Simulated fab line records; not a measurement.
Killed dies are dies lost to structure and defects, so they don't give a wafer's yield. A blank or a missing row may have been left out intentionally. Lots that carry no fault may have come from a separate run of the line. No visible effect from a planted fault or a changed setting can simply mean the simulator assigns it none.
Problem report, 8D (eight disciplines) form, completed by code | flow n5 finfet | the parts of the form that need people (team, actions taken, sign-off) are left out

## 1. WHAT IS WRONG
Mean of chamber pressure pa at N5_MIM_BOT_SPUTTER_00: 0.5398 Pa across 6 wafers in 2 lots; on wafers with no fault it is 0.5000 Pa (standard deviation 0.00099). That puts it +40 standard deviations away from the usual mean.
The step: material TiN, target thk 35 nm, time 89.7 s.
First seen on wafer L546.1, day 15 20:47, on pvd sputter-02. The record holds 36 wafers of 12 lots with a number at this step. Rule for "out" (also "out of limits"): further than 4 standard deviations from the usual mean. The other wafers with a number count as sound.

## 2. WHAT IT IS; WHAT IT IS NOT
question                    | is                     | is not
which readings at this step | chamber pressure pa    | -
which lots                  | L544, L546             | L536, L538, L539, L547, L549, L552, L553, L555, L556, L557
which wafers of those lots  | all that have a number | -
read on which tools         | pvd sputter-02         | pvd sputter-01, pvd sputter-03
when                        | from day 15 20:47      | up to then (12 sound wafers); but 18 sound wafers of L549, L552, L553, L555, L556, L557 came after

## 3. THE SUSPECTS, EACH WITH WHAT RULES IT OUT
Counting: a tool at a process step up to the reading stays a suspect if it ran every lot that is out and no sound lot after the first of them.
- rtp anneal-01 at N5_BEOL_M15_ANNEAL_48 (time 90 s): ruled out as a lasting fault. The sound lots L552, L557 went through it after L546, its earliest lot that is out (day 15 17:59).
- pvd sputter-02 at N5_MIM_BOT_SPUTTER_00 (material TiN, target thk 35 nm, time 89.7 s): kept. All lots that are out passed through it, beginning with L546 at day 15 20:47, and no sound lot followed; its final sound lot before that point was L539 at day 13 10:20. Its own chamber pressure pa readings are out on those wafers.
Left after counting: pvd sputter-02 at N5_MIM_BOT_SPUTTER_00.

## 4. THE CAUSE (what the simulator had put in)
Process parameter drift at N5_MIM_BOT_SPUTTER_00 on pvd sputter-02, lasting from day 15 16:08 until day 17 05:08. Setting chamber pressure pa shifted by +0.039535 from 0.49996. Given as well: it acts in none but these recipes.
This tool alone remained once counting was done.

## 5. SEQUENCE OF EFFECTS, ordered by route
Each row: a reading whose mean over the struck wafers that have a number lies more than 3 standard deviations from the usual. Scope: only readings with a usual standard deviation given in the record; hours: median across lots of the time from each lot's start at the first step in this table that gives one to its start at this step; sigmas: change in usual standard deviations.
hours | step                  | reading             | usual     | on struck wafers | change  | sigmas
0     | N5_MIM_BOT_SPUTTER_00 | chamber pressure pa | 0.5000 Pa | 0.5398           | +0.0398 | +40
Here are the process steps it includes:
- N5_MIM_BOT_SPUTTER_00: material TiN, target thk 35 nm, time 89.7 s.

## 6. WHAT WOULD HAVE CAUGHT IT SOONER
The fault began at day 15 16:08; the first out-of-limits reading in this record came at day 15 20:47, 5 hours later.
